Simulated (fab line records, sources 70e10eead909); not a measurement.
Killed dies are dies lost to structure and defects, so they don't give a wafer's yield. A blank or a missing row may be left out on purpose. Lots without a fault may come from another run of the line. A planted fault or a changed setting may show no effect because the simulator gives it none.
fab line records | flow nand_harc
record lots=24 wafers=72 last_day=24
route steps=1159 shown P_START@1 P_M1@295 P_M2@330 A_ZERO_WELL@404
lots that met no fault: from a run of the same line without faults
start_h: hours from the record's first day to the start of the lot's first wafer shown | wait_h: hours since the lot's step before | " the same as in the row above | L1.1+2: a row that stands for several wafers | - no value, or no start given | * or withheld: withheld | < > ~ a bound
route shown NAME@n: a module of which the file shows steps, and the number in the route of the first | usual: mean/standard deviation of fault-free wafers | same: alike in all rows | chamber/n: place in a boat | sites: the reading at each site | _std_site: their standard deviation | _edge_site: outer sites' mean less inner sites' | radius_mm: how far each site lies from the wafer's centre | mask NAME#n: copy n | behind: the tool/chamber that last shaped the wafer | hold: why the lot was held/for how many hours/how that ended | device: the transistor (n, p or np) that didn't switch | end of line: the same wafers' tests at the end of the route | a step without rows: its recipe alone | killed: dies lost to structure and defects at the first sort, not the wafer's yield | map: a wafer's dies, x killed, . not, _ none there
set.NAME: the setting as run; set.NAME@STEP: as run at that earlier step | model.NAME: the simulator's own value behind a step, which no gauge read
steps of the route over a sample of lots; a table a step, a row a wafer
services: from which hour (start_h, from the record's first day; less than 0 if before it) a tool's chamber was out of use, for how many hours, and why
## steps
# step NHARC_P_START_INSPECT_01
# usual raw_defect_count=3.8/2.6
# columns lot.wafer tool chamber start_h wait_h raw_defect_count
L074.1 defect_inspect-01 - 12.04 - 8
L074.4 " - " " 1
L074.6 " - " " 9
L075.1 defect_inspect-01 - 18.03 - 7
L075.2 " - " " 2
L075.5 " - " " 4
L076.1 defect_inspect-02 - 24.04 - 4
L076.4 " - " " 5
L076.6 " - " " 2
L077.1 defect_inspect-02 - 30.03 - 4
L077.2 " - " " 4
L077.6 " - " " 1
L078.1 defect_inspect-02 - 36.04 - 4
L078.2 " - " " 3
L078.3 " - " " 3
L079.2 defect_inspect-02 - 42.04 - 1
L079.4 " - " " 5
L079.6 " - " " 2
L080.3 defect_inspect-02 - 48.04 - 1
L080.4 " - " " 3
L080.5 " - " " 7
L081.1 defect_inspect-02 - 54.04 - 4
L081.2 " - " " 5
L081.6 " - " " 4
L082.1 defect_inspect-02 - 60.04 - 21
L082.5 " - " " 5
L082.6 " - " " 4
L083.1 defect_inspect-02 - 66.04 - 9
L083.3 " - " " 4
L083.5 " - " " 2
L084.3 defect_inspect-02 - 72.04 - 4
L084.5 " - " " 3
L084.6 " - " " 5
L085.1 defect_inspect-01 - 78.04 - 3
L085.3 " - " " 2
L085.5 " - " " 4
L086.1 defect_inspect-01 - 84.04 - 3
L086.2 " - " " 1
L086.4 " - " " 3
L087.1 defect_inspect-01 - 90.04 - 3
L087.2 " - " " 2
L087.4 " - " " 1
L088.1 defect_inspect-01 - 96.04 - 2
L088.3 " - " " 3
L088.4 " - " " 3
L089.3 defect_inspect-02 - 102.04 - 5
L089.4 " - " " 7
L089.5 " - " " 3
L090.1 defect_inspect-02 - 108.04 - 2
L090.3 " - " " 2
L090.4 " - " " 1
L091.1 defect_inspect-01 - 114.04 - 1
L091.2 " - " " 6
L091.3 " - " " 4
L092.1 defect_inspect-02 - 120.04 - 5
L092.4 " - " " 2
L092.5 " - " " 0
L093.2 defect_inspect-01 - 126.04 - 3
L093.4 " - " " 4
L093.6 " - " " 4
L094.3 defect_inspect-02 - 132.04 - 1
L094.4 " - " " 3
L094.6 " - " " 5
L095.1 defect_inspect-01 - 138.04 - 3
L095.2 " - " " 2
L095.3 " - " " 4
L096.1 defect_inspect-01 - 144.04 - 2
L096.3 " - " " 10
L096.4 " - " " 4
L097.1 defect_inspect-01 - 150.04 - 2
L097.4 " - " " 1
L097.5 " - " " 4
# step NHARC_P_M1_CD_MEAS_09
# recipe target_cd_nm=130 landing_energy_ev=500
# usual cd_nm=129.9/0.49
# columns lot.wafer tool chamber start_h wait_h cd_nm
L075.1 cd_sem-03 0 124.91 - 129.8
L075.2 " 0 " " 129.9
L075.5 " 0 " " 129.8
L074.1 cd_sem-03 0 125.39 - 130.2
L074.4 " 0 " " 129.8
L074.6 " 0 " " 129.4
L076.1 cd_sem-02 0 137.86 - 130.3
L076.4 " 0 " " 130.3
L076.6 " 0 " " 129.8
L077.1 cd_sem-03 0 138.36 - 128.7
L077.2 " 0 " " 129.4
L077.6 " 0 " " 129.8
L078.1 cd_sem-01 0 141.00 - 128.7
L078.2 " 0 " " 129.9
L078.3 " 0 " " 129.8
L079.2 cd_sem-02 0 148.38 - 129.3
L079.4 " 0 " " 129.4
L079.6 " 0 " " 129.9
L080.3 cd_sem-03 0 161.21 - 130.5
L080.4 " 0 " " 130.1
L080.5 " 0 " " 130.0
L081.1 cd_sem-02 0 161.74 - 129.7
L081.2 " 0 " " 129.9
L081.6 " 0 " " 129.9
L082.1 cd_sem-01 0 169.88 - 129.6
L082.5 " 0 " " 129.7
L082.6 " 0 " " 129.6
L083.1 cd_sem-03 0 172.75 - 130.2
L083.3 " 0 " " 130.4
L083.5 " 0 " " 130.1
L084.3 cd_sem-02 0 174.03 - 130.8
L084.5 " 0 " " 130.1
L084.6 " 0 " " 129.7
L087.1 cd_sem-01 0 197.23 - 129.7
L087.2 " 0 " " 129.9
L087.4 " 0 " " 129.6
L085.1 cd_sem-02 0 198.02 - 129.1
L085.3 " 0 " " 129.0
L085.5 " 0 " " 129.9
L086.1 cd_sem-02 0 198.74 - 129.6
L086.2 " 0 " " 129.6
L086.4 " 0 " " 130.0
L089.3 cd_sem-03 0 207.55 - 130.3
L089.4 " 0 " " 129.6
L089.5 " 0 " " 131.0
L088.1 cd_sem-01 0 208.22 - 130.0
L088.3 " 0 " " 129.7
L088.4 " 0 " " 129.7
L090.1 cd_sem-02 0 216.96 - 130.2
L090.3 " 0 " " 129.0
L090.4 " 0 " " 128.5
L091.1 cd_sem-01 0 221.04 - 129.1
L091.2 " 0 " " 129.4
L091.3 " 0 " " 130.3
L092.1 cd_sem-01 0 228.32 - 129.5
L092.4 " 0 " " 130.0
L092.5 " 0 " " 129.7
L093.2 cd_sem-01 0 237.20 - 129.7
L093.4 " 0 " " 129.6
L093.6 " 0 " " 129.3
L094.3 cd_sem-02 0 242.05 - 129.8
L094.4 " 0 " " 130.2
L094.6 " 0 " " 130.4
L095.1 cd_sem-01 0 249.28 - 130.4
L095.2 " 0 " " 130.1
L095.3 " 0 " " 131.1
L096.1 cd_sem-03 0 250.53 - 129.8
L096.3 " 0 " " 130.0
L096.4 " 0 " " 129.2
L097.1 cd_sem-01 0 259.30 - 130.0
L097.4 " 0 " " 130.2
L097.5 " 0 " " 130.3
# step NHARC_P_M1_DEGAS_29
# recipe temp_c=250 time_s=60
# usual heater_power_w=335/42
# columns lot.wafer tool chamber start_h wait_h heater_power_w
L075.2 pvd_sputter-02 - 126.12 - 376
L075.1 " - " " 348
L075.5 " - " " 383
L074.1 pvd_sputter-03 - 126.59 - 345
L074.4 " - " " 270
L074.6 " - " " 333
L076.4 pvd_sputter-03 - 139.07 - 345
L076.1 " - " " 322
L076.6 " - " " 333
L077.2 pvd_sputter-02 - 139.56 - 294
L077.1 " - " " 384
L077.6 " - " " 425
L078.1 pvd_sputter-01 - 142.22 - 310
L078.2 " - " " 369
L078.3 " - " " 318
L079.2 pvd_sputter-02 - 149.60 - 351
L079.4 " - " " 303
L079.6 " - " " 379
L080.4 pvd_sputter-02 - 162.40 - 390
L080.3 " - " " 438
L080.5 " - " " 351
L081.2 pvd_sputter-03 - 162.96 - 267
L081.1 " - " " 334
L081.6 " - " " 279
L082.1 pvd_sputter-03 - 171.15 - 340
L082.5 " - " " 352
L082.6 " - " " 264
L083.3 pvd_sputter-03 - 174.04 - 353
L083.1 " - " " 269
L083.5 " - " " 328
L084.3 pvd_sputter-01 - 175.33 - 378
L084.6 " - " " 326
L084.5 " - " " 292
L087.2 pvd_sputter-01 - 198.57 - 287
L087.4 " - " " 384
L087.1 " - " " 309
L085.3 pvd_sputter-03 - 199.27 - 343
L085.1 " - " " 269
L085.5 " - " " 325
L086.2 pvd_sputter-03 - 200.02 - 317
L086.1 " - " " 327
L086.4 " - " " 344
L089.3 pvd_sputter-01 - 209.31 - 314
L089.4 " - " " 287
L089.5 " - " " 318
L088.4 pvd_sputter-02 - 209.42 - 432
L088.1 " - " " 390
L088.3 " - " " 343
L090.3 pvd_sputter-03 - 218.17 - 330
L090.4 " - " " 328
L090.1 " - " " 349
L091.1 pvd_sputter-01 - 222.25 - 323
L091.2 " - " " 291
L091.3 " - " " 375
L092.1 pvd_sputter-01 - 229.54 - 289
L092.4 " - " " 320
L092.5 " - " " 284
L093.2 pvd_sputter-02 - 238.42 - 415
L093.4 " - " " 363
L093.6 " - " " 294
L094.3 pvd_sputter-01 - 243.26 - 323
L094.4 " - " " 282
L094.6 " - " " 326
L095.1 pvd_sputter-01 - 250.55 - 328
L095.3 " - " " 285
L095.2 " - " " 388
L096.4 pvd_sputter-02 - 251.78 - 299
L096.3 " - " " 366
L096.1 " - " " 336
L097.4 pvd_sputter-01 - 260.50 - 382
L097.1 " - " " 314
L097.5 " - " " 388
# step NHARC_P_M2_INSPECT_11
# usual raw_defect_count=4.3/2.8
# columns lot.wafer tool chamber start_h wait_h raw_defect_count
L075.1 defect_inspect-02 - 129.18 0.0 8
L075.2 " - " " 7
L075.5 " - " " 6
L074.1 defect_inspect-02 - 129.65 0.0 2
L074.4 " - " " 3
L074.6 " - " " 4
L076.1 defect_inspect-02 - 142.15 0.0 1
L076.4 " - " " 5
L076.6 " - " " 1
L077.1 defect_inspect-02 - 142.49 0.0 5
L077.2 " - " " 3
L077.6 " - " " 3
L078.1 defect_inspect-02 - 145.15 0.0 0
L078.2 " - " " 3
L078.3 " - " " 6
L079.2 defect_inspect-01 - 152.68 0.0 2
L079.4 " - " " 3
L079.6 " - " " 6
L080.3 defect_inspect-01 - 165.34 0.0 5
L080.4 " - " " 3
L080.5 " - " " 4
L081.1 defect_inspect-02 - 166.22 0.0 7
L081.2 " - " " 3
L081.6 " - " " 4
L082.1 defect_inspect-01 - 174.58 0.0 5
L082.5 " - " " 6
L082.6 " - " " 3
L083.1 defect_inspect-02 - 177.14 0.0 5
L083.3 " - " " 5
L083.5 " - " " 8
L084.3 defect_inspect-01 - 178.27 0.0 7
L084.5 " - " " 2
L084.6 " - " " 3
L087.1 defect_inspect-01 - 202.54 0.0 5
L087.2 " - " " 5
L087.4 " - " " 4
L085.1 defect_inspect-01 - 202.88 0.0 2
L085.3 " - " " 4
L085.5 " - " " 1
L086.1 defect_inspect-02 - 203.64 0.0 4
L086.2 " - " " 3
L086.4 " - " " 5
L089.3 defect_inspect-02 - 212.67 0.0 2
L089.4 " - " " 11
L089.5 " - " " 2
L088.1 defect_inspect-01 - 213.50 0.0 4
L088.3 " - " " 1
L088.4 " - " " 3
L090.1 defect_inspect-02 - 221.41 0.0 4
L090.3 " - " " 3
L090.4 " - " " 2
L091.1 defect_inspect-01 - 225.66 0.0 16
L091.2 " - " " 15
L091.3 " - " " 9
L092.1 defect_inspect-01 - 232.64 0.0 7
L092.4 " - " " 7
L092.5 " - " " 4
L093.2 defect_inspect-01 - 241.65 0.0 2
L093.4 " - " " 0
L093.6 " - " " 7
L094.3 defect_inspect-01 - 247.02 0.0 2
L094.4 " - " " 3
L094.6 " - " " 3
L095.1 defect_inspect-02 - 253.64 0.0 2
L095.2 " - " " 1
L095.3 " - " " 1
L096.1 defect_inspect-02 - 254.86 0.0 4
L096.3 " - " " 5
L096.4 " - " " 4
L097.1 defect_inspect-01 - 263.44 0.0 4
L097.4 " - " " 5
L097.5 " - " " 9
# step NHARC_P_M2_STRIP_18
# recipe power_w=1000 n2_flow_sccm=150 h2_flow_sccm=150 ar_flow_sccm=0 bias_w=0 chemistry=N2/H2
# usual drypump_motor_current_A=5.99/0.29 n2_flow_sccm=150.0/0.45 oes_product_au=1.000/0.0078 rf_fwd_power_W=997/3 rf_vpp_V=90.8/1.1 showerhead_plenum_p_Torr=2.07/0.11 throttle_valve_pct=14.171/0.0081
# columns lot.wafer tool chamber start_h wait_h drypump_motor_current_A n2_flow_sccm oes_product_au rf_fwd_power_W rf_hours_counter_h rf_vpp_V showerhead_plenum_p_Torr throttle_valve_pct
L075.1 rie_diel-01 0 129.89 0.1 6.19 149.8 0.999 996 29 90.7 2.10 14.175
L075.2 " 3 " " 5.69 149.9 0.997 995 29 91.5 1.89 14.181
L075.5 " 1 " " 5.93 150.5 0.997 991 - 92.3 2.15 14.172
L074.4 rie_diel-01 2 130.47 0.2 5.69 150.4 1.003 1000 29 92.5 2.15 14.180
L074.1 " 3 " " 5.70 149.5 0.997 1000 29 90.4 1.89 14.161
L074.6 " 1 " " 5.90 149.7 0.998 998 - 90.1 2.15 14.173
L076.4 rie_diel-08 0 142.66 0.1 6.51 149.4 1.004 996 0 91.3 2.04 14.168
L076.1 " 1 " " 5.82 149.7 0.992 1000 0 89.7 1.90 14.189
L076.6 " 2 " " 6.17 150.1 1.005 993 - 92.7 2.15 14.183
L077.1 rie_diel-08 2 143.12 0.1 6.16 150.3 1.000 988 0 90.5 2.15 14.176
L077.2 " 3 " " 5.76 150.6 1.012 996 0 91.6 2.17 14.172
L077.6 " 2 " " 6.18 150.4 1.014 991 - 90.9 2.15 14.170
L078.2 rie_diel-08 3 145.60 0.1 5.74 150.7 1.014 997 1 91.6 2.17 14.177
L078.1 " 0 " " 6.50 149.8 0.996 999 1 90.8 2.04 14.168
L078.3 " 2 " " 6.13 149.9 1.011 999 1 91.5 2.15 14.173
L079.4 rie_diel-08 1 153.15 0.1 5.81 150.2 1.003 996 1 89.1 1.90 14.170
L079.2 " 2 " " 6.11 149.9 1.010 994 1 92.3 2.15 14.182
L079.6 " 0 " " 6.52 150.2 0.995 995 - 91.0 2.04 14.181
L080.3 rie_diel-08 0 165.78 0.1 6.52 150.4 0.993 998 2 89.9 2.04 14.179
L080.4 " 2 " " 6.12 148.7 1.006 996 2 92.6 2.15 14.178
L080.5 " 0 " " 6.49 150.5 0.993 1002 - 90.7 2.04 14.169
L081.1 rie_diel-01 0 166.66 0.1 6.17 150.3 1.004 999 5 91.9 2.09 14.177
L081.2 " 1 " " 5.88 150.3 0.993 1003 5 91.1 2.15 14.167
L081.6 " 0 " " 6.16 151.3 0.996 1001 - 91.9 2.09 14.171
L082.1 rie_diel-08 2 175.15 0.1 6.11 149.7 1.003 994 2 90.6 2.15 14.180
L082.5 " 3 " " 5.73 150.3 1.010 994 - 92.0 2.17 14.170
L082.6 " 0 " " 6.46 150.5 0.993 996 - 90.2 2.04 14.179
L083.3 rie_diel-08 0 177.62 0.1 6.54 150.1 0.994 996 2 90.5 2.04 14.172
L083.1 " 2 " " 6.12 149.6 1.018 991 2 91.7 2.15 14.189
L083.5 " 0 " " 6.52 149.6 0.994 1000 - 91.9 2.04 14.167
L084.3 rie_diel-08 1 178.79 0.1 5.80 150.1 1.012 996 2 90.3 1.90 14.177
L084.5 " 2 " " 6.15 150.1 1.000 995 - 90.2 2.15 14.160
L084.6 " 3 " " 5.72 150.1 1.007 1003 - 92.3 2.17 14.164
L087.2 rie_diel-08 2 202.99 0.1 6.12 150.1 1.004 996 3 91.1 2.15 14.164
L087.4 " 3 " " 5.71 149.4 1.003 995 3 90.5 2.17 14.159
L087.1 " 0 " " 6.47 150.3 0.982 1000 3 91.5 2.04 14.167
L085.3 rie_diel-08 2 203.50 0.1 6.08 150.2 1.007 994 3 91.2 2.15 14.155
L085.1 " 0 " " 6.49 150.8 0.985 996 3 90.7 2.04 14.163
L085.5 " 1 " " 5.85 149.4 0.997 999 - 89.1 1.90 14.173
L086.2 rie_diel-08 1 204.09 0.1 5.78 149.7 0.998 995 3 88.9 1.90 14.173
L086.1 " 2 " " 6.16 150.6 1.003 997 3 92.1 2.15 14.162
L086.4 " 3 " " 5.72 149.9 1.008 995 3 91.1 2.17 14.165
L089.3 rie_diel-08 3 213.35 0.2 5.73 150.6 1.002 998 - 92.3 2.17 14.182
L089.4 " 1 " " 5.84 149.8 1.002 992 - 88.4 1.90 14.171
L089.5 " 1 " " 5.83 150.0 1.002 992 - 89.3 1.90 14.162
L088.1 rie_diel-08 1 214.02 0.1 5.81 150.3 0.991 999 4 88.8 1.90 14.169
L088.4 " 3 " " 5.73 150.0 1.001 1001 - 91.9 2.17 14.174
L088.3 " 1 " " 5.82 150.0 0.987 999 - 88.8 1.90 14.174
L090.1 rie_diel-08 3 221.86 0.1 5.72 149.9 0.996 993 4 91.5 2.17 14.179
L090.3 " 0 " " 6.47 150.3 0.988 995 4 91.3 2.04 14.182
L090.4 " 1 " " 5.79 149.8 0.991 991 4 89.6 1.90 14.178
L091.2 rie_diel-08 2 226.13 0.1 6.16 149.6 1.002 994 4 90.8 2.15 14.175
L091.3 " 3 " " 5.72 149.4 1.012 997 5 90.9 2.17 14.171
L091.1 " 0 " " 6.45 149.7 0.987 996 4 90.0 2.04 14.178
L092.1 rie_diel-01 1 233.13 0.1 5.91 150.0 0.999 998 21 90.5 2.14 14.175
L092.4 " 2 " " 5.71 150.1 0.988 997 21 91.3 2.15 14.163
L092.5 " 0 " " 6.16 150.7 1.011 1000 - 91.6 2.09 14.176
L093.2 rie_diel-08 2 242.10 0.1 6.17 149.9 1.012 989 4 91.2 2.15 14.164
L093.4 " 3 " " 5.72 150.0 1.011 998 5 92.7 2.17 14.186
L093.6 " 3 " " 5.71 150.6 1.012 995 - 90.1 2.17 14.181
L094.3 rie_diel-08 0 247.46 0.1 6.46 149.9 0.986 1001 5 90.9 2.04 14.176
L094.4 " 1 " " 5.78 149.8 0.986 994 5 91.3 1.90 14.168
L094.6 " 0 " " 6.46 150.1 0.983 998 - 90.7 2.04 14.174
L095.2 rie_diel-08 0 254.11 0.1 6.55 149.6 1.004 999 5 89.8 2.04 14.177
L095.3 " 1 " " 5.81 149.7 0.997 991 6 90.4 1.90 14.169
L095.1 " 2 " " 6.11 150.5 0.998 998 5 93.3 2.15 14.167
L096.3 rie_diel-08 0 255.35 0.1 6.54 149.3 0.986 997 6 91.3 2.04 14.167
L096.1 " 1 " " 5.81 150.1 0.999 998 6 90.5 1.90 14.166
L096.4 " 1 " " 5.83 150.2 1.000 998 - 89.9 1.90 14.170
L097.4 rie_diel-08 1 263.98 0.1 5.82 150.7 0.990 995 6 90.1 1.90 14.167
L097.1 " 3 " " 5.73 150.7 0.994 1001 6 91.5 2.17 14.154
L097.5 " 1 " " 5.80 150.0 0.991 991 - 90.5 1.90 14.183
# step NHARC_A_ZERO_WELL_ETCH_19
# recipe target_depth_a=800 overetch_a=240 time_s=87.88 ion_energy_ev=200 n2_flow_sccm=150 h2_flow_sccm=150 ar_flow_sccm=0 rf_w=400 bias_w=150 chemistry=N2/H2
# usual drypump_motor_current_A=5.7/0.56 n2_flow_sccm=150.0/0.47 oes_product_au=0.996/0.0086 rf_fwd_power_W=396.9/1.6 rf_vpp_V=431/3.2 showerhead_plenum_p_Torr=2.06/0.12 throttle_valve_pct=14.171/0.009
# columns lot.wafer tool chamber start_h wait_h drypump_motor_current_A n2_flow_sccm oes_product_au rf_fwd_power_W rf_hours_counter_h rf_vpp_V showerhead_plenum_p_Torr throttle_valve_pct
L075.1 rie_diel-12 0 138.42 0.1 6.7 149.8 0.996 396.4 11 428 1.98 14.174
L075.2 " 3 " " 5.7 150.7 0.986 398.5 11 432 2.12 14.164
L075.5 " 1 " " 5.4 148.9 1.002 397.1 - 432 2.12 14.185
L074.4 rie_diel-12 0 139.25 0.1 6.7 150.1 1.001 398.7 12 428 1.97 14.176
L074.1 " 2 " " 5.8 149.5 0.985 396.7 11 429 1.96 14.165
L074.6 " 0 " " 6.7 150.3 0.990 396.2 - 429 1.97 14.183
L076.4 rie_diel-03 0 151.10 0.1 5.2 150.4 1.002 399.2 6 430 1.99 14.157
L076.1 " 1 " " 5.2 149.4 1.001 395.3 7 427 1.91 14.174
L076.6 " 0 " " 5.2 150.4 0.989 397.3 - 427 1.99 14.165
L077.2 rie_diel-12 0 151.64 0.1 6.7 149.8 1.003 397.6 13 430 1.97 14.176
L077.1 " 3 " " 5.7 149.9 0.995 394.5 13 434 2.12 14.173
L077.6 " 0 " " 6.7 149.1 0.998 397.9 - 430 1.97 14.184
L078.1 rie_diel-03 3 154.13 0.1 5.4 149.6 0.978 396.5 5 436 2.21 14.170
L078.2 " 0 " " 5.2 150.0 0.988 396.5 6 429 1.99 14.178
L078.3 " 1 " " 5.3 150.0 0.998 393.7 7 427 1.92 14.157
L079.2 rie_diel-10 0 161.30 0.1 6.3 149.0 0.998 398.1 13 435 2.20 14.154
L079.4 " 1 " " 5.2 150.5 1.005 397.5 12 428 1.90 14.172
L079.6 " 2 " " 6.4 150.4 1.005 397.8 - 434 2.18 14.164
L080.3 rie_diel-10 3 174.74 0.1 5.3 150.0 1.006 393.0 13 431 2.09 14.171
L080.4 " 0 " " 6.4 149.8 1.013 396.5 13 434 2.20 14.158
L080.5 " 1 " " 5.2 149.4 1.002 399.6 - 426 1.90 14.158
L081.1 rie_diel-03 2 176.62 0.1 5.0 150.3 1.002 396.3 6 427 1.91 14.178
L081.2 " 0 " " 5.2 150.2 0.987 398.4 7 429 1.98 14.175
L081.6 " 3 " " 5.5 149.8 0.994 397.9 - 435 2.21 14.162
L082.1 rie_diel-03 2 183.40 0.1 5.0 149.9 0.998 393.0 7 427 1.91 14.152
L082.5 " 1 " " 5.2 150.2 1.000 395.9 - 427 1.91 14.178
L082.6 " 2 " " 5.0 149.7 1.001 393.0 - 428 1.91 14.169
L083.3 rie_diel-10 3 186.02 0.1 5.4 149.7 1.020 398.3 0 430 2.09 14.166
L083.1 " 1 " " 5.2 150.8 0.991 398.6 0 428 1.90 14.158
L083.5 " 3 " " 5.3 149.7 1.013 395.2 - 432 2.09 14.173
L084.3 rie_diel-10 1 188.64 0.1 5.2 150.3 0.999 399.1 0 428 1.90 14.180
L084.6 " 2 " " 6.4 150.4 1.007 396.0 - 434 2.18 14.175
L084.5 " 3 " " 5.3 149.5 1.012 396.6 - 432 2.09 14.166
L087.1 rie_diel-10 2 211.56 0.1 6.4 150.3 0.979 394.6 3 435 2.18 14.153
L087.4 " 0 " " 6.3 150.8 0.996 398.9 3 435 2.20 14.172
L087.2 " 1 " " 5.2 150.0 0.987 397.5 3 429 1.90 14.177
L086.1 rie_diel-10 3 212.55 0.1 5.3 149.7 1.008 396.2 3 431 2.09 14.179
L086.4 " 0 " " 6.3 149.7 1.003 398.7 3 434 2.20 14.170
L086.2 " 1 " " 5.2 150.9 0.994 397.4 3 426 1.90 14.171
L085.3 rie_diel-03 1 212.87 0.1 5.2 150.3 1.008 394.3 11 428 1.91 14.158
L085.1 " 0 " " 5.2 149.9 0.994 397.5 11 429 1.98 14.166
L085.5 " 1 " " 5.2 149.6 1.010 395.9 - 426 1.91 14.162
L089.3 rie_diel-12 2 221.99 0.1 5.8 149.5 0.992 397.1 1 429 1.96 14.178
L089.4 " 3 " " 5.8 150.0 0.980 396.5 1 432 2.11 14.169
L089.5 " 1 " " 5.4 149.8 0.999 399.0 - 433 2.12 14.172
L088.4 rie_diel-12 2 223.12 0.1 5.8 149.3 0.995 396.3 1 426 1.96 14.175
L088.3 " 3 " " 5.7 150.9 0.995 398.5 1 433 2.11 14.175
L088.1 " 0 " " 6.7 150.1 0.994 396.8 1 428 1.97 14.169
L090.4 rie_diel-10 3 230.74 0.1 5.3 149.1 1.004 395.9 4 430 2.09 14.165
L090.3 " 0 " " 6.3 151.3 0.997 397.7 4 436 2.20 14.165
L090.1 " 1 " " 5.2 150.5 0.989 398.9 4 426 1.90 14.160
L091.1 rie_diel-03 0 234.77 0.1 5.2 150.7 1.017 396.3 0 430 1.98 14.188
L091.2 " 1 " " 5.2 149.6 0.995 395.8 0 428 1.91 14.167
L091.3 " 2 " " 5.0 150.5 1.009 395.7 0 427 1.91 14.167
L092.1 rie_diel-10 1 241.71 0.1 5.2 149.9 0.995 397.6 5 426 1.90 14.171
L092.4 " 2 " " 6.4 150.3 0.985 397.9 5 434 2.18 14.172
L092.5 " 0 " " 6.3 149.3 0.991 396.7 - 434 2.20 14.167
L093.2 rie_diel-12 0 251.09 0.1 6.7 149.8 0.985 397.6 5 428 1.97 14.172
L093.4 " 1 " " 5.5 149.3 0.984 393.6 5 433 2.12 14.170
L093.6 " 0 " " 6.7 149.9 0.987 396.3 - 429 1.97 14.173
L094.4 rie_diel-12 3 256.17 0.1 5.7 149.8 0.994 396.1 5 433 2.11 14.168
L094.3 " 2 " " 5.8 150.7 1.007 397.1 5 428 1.96 14.179
L094.6 " 3 " " 5.7 150.6 0.991 397.3 - 432 2.11 14.180
L095.2 rie_diel-10 0 262.32 0.1 6.3 150.9 1.005 398.3 7 435 2.20 14.169
L095.1 " 1 " " 5.2 150.5 0.993 398.5 7 426 1.90 14.179
L095.3 " 2 " " 6.4 149.8 0.984 396.6 7 434 2.18 14.165
L096.1 rie_diel-10 0 264.01 0.1 6.3 150.1 0.987 399.4 7 434 2.20 14.167
L096.3 " 1 " " 5.2 150.8 0.989 398.6 7 427 1.90 14.152
L096.4 " 1 " " 5.2 150.3 0.976 398.7 - 426 1.90 14.166
L097.1 rie_diel-10 2 272.40 0.1 6.4 149.9 0.992 394.0 7 434 2.18 14.165
L097.4 " 1 " " 5.2 149.2 0.993 399.4 - 427 1.90 14.180
L097.5 " 2 " " 6.4 150.4 1.007 397.0 - 434 2.18 14.152
## services
# columns tool chamber start_h hours kind
rie_diel-08 0 103.89 - clean
rie_diel-08 1 103.89 - clean
rie_diel-08 2 103.89 - clean
rie_diel-08 - 124.85 9.0 pm
rie_diel-01 - 137.80 9.0 pm
rie_diel-10 3 140.47 2.4 repair
rie_diel-08 - 141.20 1.0 repair
rie_diel-10 0 157.93 1.7 repair
pvd_sputter-01 - 158.00 10.0 pm
rie_diel-10 - 176.50 9.0 pm
pvd_sputter-01 - 179.54 2.9 repair
rie_diel-12 - 186.53 0.4 repair
pvd_sputter-02 - 195.66 9.3 repair
rie_diel-12 - 202.45 9.0 pm
rie_diel-08 2 204.65 9.6 repair
rie_diel-08 0 212.16 3.6 repair
pvd_sputter-02 - 214.04 10.0 pm
rie_diel-03 - 215.30 9.0 pm
rie_diel-01 0 235.40 6.1 repair
rie_diel-08 1 236.58 2.9 repair
rie_diel-03 1 247.50 10.4 repair
pvd_sputter-02 - 249.42 1.5 repair
rie_diel-10 3 260.04 15.2 repair
rie_diel-01 3 265.08 3.8 repair
## key
fault none
